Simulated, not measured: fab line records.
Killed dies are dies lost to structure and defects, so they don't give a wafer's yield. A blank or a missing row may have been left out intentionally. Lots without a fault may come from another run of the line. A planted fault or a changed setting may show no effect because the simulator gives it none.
Problem report, 8D (eight disciplines) form, completed by code | flow nand_harc | the parts of the form that need people (team, actions taken, sign-off) are left out

## 1. WHAT IS WRONG
Wafers without a fault read 36.94, standard deviation 0.045; exposure_dose_mJ_cm2 at NHARC_A_BONDPAD_EXPOSE_06 reads a mean of 34.45 on 6 wafers belonging to 2 lots. Relative to the usual mean, that is a shift of -55 standard deviations.
The step: exposes mask A BPAD.
The first sign was on wafer L822.1 at day 27 20:27, on krf_scanner-03. Wafers with a number at this step in the record: 36, from 12 lots. Rule for "out", or "out of limits": more than 4 standard deviations from the usual mean. Any other wafer with a number is counted as sound.

## 2. WHAT IT IS, WHAT IT ISN'T
question                    | is                     | is not
which readings at this step | exposure_dose_mJ_cm2   | -
which lots                  | L822, L827             | L812, L813, L814, L815, L816, L817, L829, L831, L833, L834
which wafers of those lots  | all that have a number | -
read on which tools         | krf_scanner-03         | krf_scanner-01, krf_scanner-02
when                        | from day 27 20:27      | up to then (18 sound wafers); but 12 sound wafers of L829, L831, L833, L834 came after

## 3. WHAT RULES OUT EACH SUSPECT
Counting: a tool at a process step up to the reading stays a suspect if it ran every lot that is out and no sound lot after the first of them.
- krf_scanner-03 at NHARC_A_BONDPAD_EXPOSE_06 (exposes mask A BPAD): kept. Every lot that is out went through it, starting with L822 (day 27 20:27), and after that it ran no sound lot; the last sound lot it ran before then is L813 (day 23 09:36). Out on those wafers are its own readings of exposure_dose_mJ_cm2.
Left after counting: krf_scanner-03 at NHARC_A_BONDPAD_EXPOSE_06.

## 4. THE CAUSE (what the simulator had put in)
Process parameter drift: krf_scanner-03, from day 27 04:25 on, at NHARC_A_BONDPAD_EXPOSE_06. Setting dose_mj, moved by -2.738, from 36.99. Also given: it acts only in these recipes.
Only this tool survived the counting.

## 5. THE EFFECT CHAIN, in route order
One row per reading whose mean, taken over the struck wafers that have a number, lies over 3 standard deviations from the usual. Scope: only readings with a usual standard deviation given in the record; hours: median across lots of the time from each lot's start at the first step in this table that gives one to its start at this step; sigmas: change in usual standard deviations.
hours | step                      | reading              | usual | on struck wafers | change | sigmas
0     | NHARC_A_BONDPAD_EXPOSE_06 | exposure_dose_mJ_cm2 | 36.94 | 34.45            | -2.49  | -55
The process steps in it:
- NHARC_A_BONDPAD_EXPOSE_06: exposes mask A BPAD.

## 6. WHAT WOULD HAVE CAUGHT IT SOONER
In this record no reading fell out of limits until day 27 20:27, 16 hours after the fault had begun at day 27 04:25.
